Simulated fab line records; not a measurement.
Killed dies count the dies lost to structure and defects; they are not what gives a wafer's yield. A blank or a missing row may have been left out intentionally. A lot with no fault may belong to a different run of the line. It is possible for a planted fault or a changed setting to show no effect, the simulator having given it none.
Comparing a struck lot with a sound one + flow n5 finfet + 15 out of 1938 route steps
Sound: these wafers, L737.1, L737.4, L737.6. Struck: wafer L744.4; the same lot's L744.1 was not struck, so it is left out; see the end for the cause.
Per side, at each step with rows, come the tool, then ch with its chambers, and then its first start. Under that, the readings that differ: sound wafers + struck wafers + difference of the means + sigmas: that difference in standard deviations of wafers without a fault.
alike: a reading whose means differ by less than 2 such deviations, as well as words and numbers matching on both sides. not compared: withheld readings; readings where some wafer has no value; bounds like >300 that might hide an equal value; numbers whose values overlap and for which the record gives no deviation.
The two part at a step that has a row with sigmas, a row that says differs or no value, or rows on one side only. Non-overlapping numbers with no deviation appear without sigmas and do not part them. A reading missing from all wafers of one side parts the sides only when that side holds two or more wafers.

first, 4 steps without rows for these wafers: N5_HKMG_FIN_ETCH_35 (etches SOC in N2/H2, target depth 215.8 nm, time 243.4 s); N5_HKMG_FIN_STRIP_92 (strips SOC in N2/H2, time 20 s); N5_HKMG_FIN_WET_ETCH_18 (etches TiN in SC1, time 55 s, target depth 5.2 nm, rinse time 30 s); N5_HKMG_FIN_STRIP_19 (strips in N2/H2, time 360 s).
N5_HKMG_FIN_ALD_91: deposits TiN, target thk 1 nm, pulse time 1 s, purge time 3 s.
  sound on ald metal-04 ch 2,3, day 4 05:29; struck on ald metal-02 ch 2, day 6 01:06
| reading            | sound       | struck | difference | sigmas |
|--------------------|-------------|--------|------------|--------|
| heater power w (W) | 803 900 809 | 970    | +133       | +2     |
  alike: precursor pulse height rel
then, 1 step without rows for these wafers: N5_HKMG_FIN_COAT_85 (time 60 s, resist thk 300 nm).
N5_HKMG_FIN_ETCH_86: etches SOC in N2/H2, stops on TiN, target depth 393.2 nm.
  sound on rie diel-03 ch 0,1,2, day 4 05:49; struck on rie diel-03 ch 2, day 6 01:26
  alike: drypump motor current A, oes product au, rf vpp V, showerhead plenum p Torr, throttle valve pct
  not compared: rf hours counter h
N5_HKMG_FIN_STRIP_89: strips SOC in N2/H2, time 20 s.
  sound on rie diel-03 ch 0,1,2, day 4 05:53; struck on rie diel-03 ch 2, day 6 01:30
  alike: drypump motor current A, oes product au, rf vpp V, showerhead plenum p Torr, throttle valve pct
  not compared: rf hours counter h
then, 1 step without rows for these wafers: N5_HKMG_FIN_WET_ETCH_87 (etches TiN in SC1, time 154.2 s, target depth 4.7 nm, rinse time 30 s).
N5_HKMG_FIN_STRIP_88: strips in N2/H2, time 360 s.
  sound on plasma asher-02 ch 0,1, day 4 06:04; struck on plasma asher-02 ch 0, day 6 01:41
  alike: drypump motor current A, heater power w
  not compared: rf hours counter h
then, 2 steps without rows for these wafers: N5_HKMG_FIN_NWFM_ALD_20 (deposits TiAlC, target thk 2 nm, pulse time 3 s, purge time 2 s); N5_HKMG_FIN_ALD_71 (deposits TiN, target thk 1 nm, pulse time 1 s, purge time 3 s).
N5_HKMG_FIN_COAT_66: time 60 s, resist thk 300 nm.
  sound on litho track-02 ch 0, day 4 06:50; struck on litho track-02 ch 0, day 6 02:27
| reading          | sound          | struck | difference | sigmas |
|------------------|----------------|--------|------------|--------|
| run length s (s) | 66.6 66.7 66.5 | 72.4   | +5.8       | +18    |
  alike: resist line temp C
N5_HKMG_FIN_ETCH_67: etches SOC in N2/H2, stops on TiN, target depth 388.9 nm.
  sound on rie diel-06 ch 1,3, day 4 06:54; struck on rie diel-06 ch 0, day 6 02:31
  alike: drypump motor current A, oes product au, rf vpp V, showerhead plenum p Torr, throttle valve pct
  not compared: rf hours counter h
after that, 1 step had no rows for these wafers: N5_PASSIVATION_PROBE_49.

== WHERE THEY PART ==
At N5_HKMG_FIN_ALD_91 first; at N5_HKMG_FIN_COAT_66 last (within this record only). Later steps at which nothing parts them and some readings are alike: N5_HKMG_FIN_ETCH_67.

WHY: what the simulator had put in
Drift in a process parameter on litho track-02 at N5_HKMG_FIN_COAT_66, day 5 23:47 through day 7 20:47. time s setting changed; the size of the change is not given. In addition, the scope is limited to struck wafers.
